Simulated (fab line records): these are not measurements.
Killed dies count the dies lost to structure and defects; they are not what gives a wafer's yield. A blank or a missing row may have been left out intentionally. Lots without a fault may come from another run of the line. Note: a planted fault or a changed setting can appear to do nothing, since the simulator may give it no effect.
Comparing a struck lot with a sound one    flow nand harc    21 steps out of a route of 1159
Sound: wafers L682.2, L682.4, L682.6. Struck: wafers L689.3, L689.4, L689.5. The cause is given at the end.
For every step that has rows: the tool of each side, followed by ch and its chambers, followed by its first start. Under that, the readings that differ: sound wafers    struck wafers    difference of the means    sigmas: that difference in standard deviations of wafers without a fault.
alike: words and numbers the same on both sides, and readings whose means are apart by under 2 such deviations; not compared: readings that were withheld, readings missing a value for some wafer, numbers with overlapping values and no deviation given by the record, and bounds like >300 which may hide the same value.
Wherever a step has rows on one side only, a row that says differs or no value, or a row with sigmas, the two part there. Non-overlapping numbers with no deviation appear without sigmas and do not part them. A reading that every wafer of one side lacks parts them only if that side has two wafers or more.

NHARC_A_CHANNEL_HOLE_D1_ETCH_19: etches the open film in C4F8/O2/Ar, time 34.5 s.
  sound on har etch-02 ch 0,1, day 11 15:25; struck on har etch-02 ch 0,1, day 13 04:53
  alike: drypump motor current A, showerhead plenum p Torr, throttle valve pct
  not compared: rf hours counter h
NHARC_A_CHANNEL_HOLE_D1_ETCH_20: etches the open film in C4F8/O2/Ar, time 361.9 s, target depth 1600 nm.
  sound on har etch-02 ch 0,1, day 11 15:31; struck on har etch-02 ch 0,1, day 13 05:04
  alike: drypump motor current A, showerhead plenum p Torr, throttle valve pct
  not compared: rf hours counter h
then, 1 step without rows for these wafers: NHARC_A_CHANNEL_HOLE_D1_ETCH_21 (etches the open film in C4F8/O2/Ar, time 514.3 s, target depth 1600 nm).
NHARC_A_CHANNEL_HOLE_D1_ETCH_22: etches the open film in C4F8/O2/Ar, time 666.7 s, target depth 1600 nm.
  sound on har etch-02 ch 0,1, day 11 16:17; struck on har etch-02 ch 0,1, day 13 05:55
  alike: drypump motor current A, showerhead plenum p Torr, throttle valve pct
  not compared: rf hours counter h
NHARC_A_CHANNEL_HOLE_D1_ETCH_23: etches the open film in C4F8/O2/Ar, time 819 s, target depth 1600 nm.
  sound on har etch-02 ch 0,1, day 11 16:51; struck on har etch-02 ch 0,1, day 13 06:31
  alike: drypump motor current A, showerhead plenum p Torr, throttle valve pct
  not compared: rf hours counter h
then, 3 steps without rows for these wafers: NHARC_A_CHANNEL_HOLE_D1_ETCH_24 (etches the open film in C4F8/O2/Ar, time 906.2 s, target depth 1500 nm); NHARC_A_CHANNEL_HOLE_D1_ETCH_25 (etches the open film in C4F8/O2/Ar, time 1040.2 s, target depth 1500 nm); NHARC_A_CHANNEL_HOLE_D1_ETCH_26 (etches the open film in C4F8/O2/Ar, time 224.1 s, target depth 300 nm).
NHARC_A_CHANNEL_HOLE_D1_ETCH_33: etches the open film in C4F8/O2/Ar, time 90 s, target depth 400 nm.
  sound on har etch-02 ch 0,1, day 11 19:24; struck on har etch-02 ch 0,1, day 13 08:55
  alike: drypump motor current A, showerhead plenum p Torr, throttle valve pct
  not compared: rf hours counter h
then, 3 steps without rows for these wafers: NHARC_A_CHANNEL_HOLE_D1_STRIP_41 (strips in N2/H2); NHARC_A_CHANNEL_HOLE_D1_STRIP_42 (strips in CF4/CHF3); NHARC_A_CHANNEL_HOLE_D1_STRIP_43 (strips in O2/COS).
NHARC_A_CHANNEL_HOLE_D1_ETCH_44: etches the open film in CF4/O2, target depth 140 nm, overetch 14 nm, time 77 s.
  sound on rie diel-07 ch 2,3, day 11 20:09; struck on rie diel-01 ch 0,3, day 13 09:36
  alike: drypump motor current A, oes_o_777_au, oes product au, rf vpp V, showerhead plenum p Torr, throttle valve pct
  not compared: rf hours counter h
then, 3 steps without rows for these wafers: NHARC_A_CHANNEL_HOLE_D1_STRIP_27 (strips in O2); NHARC_A_CHANNEL_HOLE_D1_PRECLEAN_28 (cleans in SC1); NHARC_A_CHANNEL_HOLE_D1_SRD_29.
NHARC_A_CHANNEL_HOLE_D1_CD_MEAS_30:
  sound: cd sem-03 at day 11 20:58; struck: cd sem-03 at day 13 10:25
  alike: cd nm
then, 1 step without rows for these wafers: NHARC_A_CHANNEL_HOLE_D1_XSEM_31.
NHARC_A_CHANNEL_HOLE_D1_INSPECT_40:
  sound: defect inspect-02 at day 11 21:09; struck: defect inspect-02 at day 13 10:36
reading           sound     struck       difference  sigmas
raw defect count  38 34 57  466 479 450  +422        +22
then, 1 step without rows for these wafers: NHARC_A_CHANNEL_FILL_D1_PRECLEAN_00 (cleans in SC1).
-- record jumps: 11 days between struck wafers' starts before vs after; left off in module A_CHANNEL_FILL_D1, resumes in module END, first step shown is number 1159 of the route --
NHARC_END_SORT_01:
  here the record holds rows for the struck wafers (prober-02 ch 0, day 24 08:52) but none for the sound ones

== WHERE THEY PART ==
Earliest at NHARC_A_CHANNEL_HOLE_D1_INSPECT_40; latest, in this record, at NHARC_END_SORT_01.

WHY: whatever the simulator had introduced
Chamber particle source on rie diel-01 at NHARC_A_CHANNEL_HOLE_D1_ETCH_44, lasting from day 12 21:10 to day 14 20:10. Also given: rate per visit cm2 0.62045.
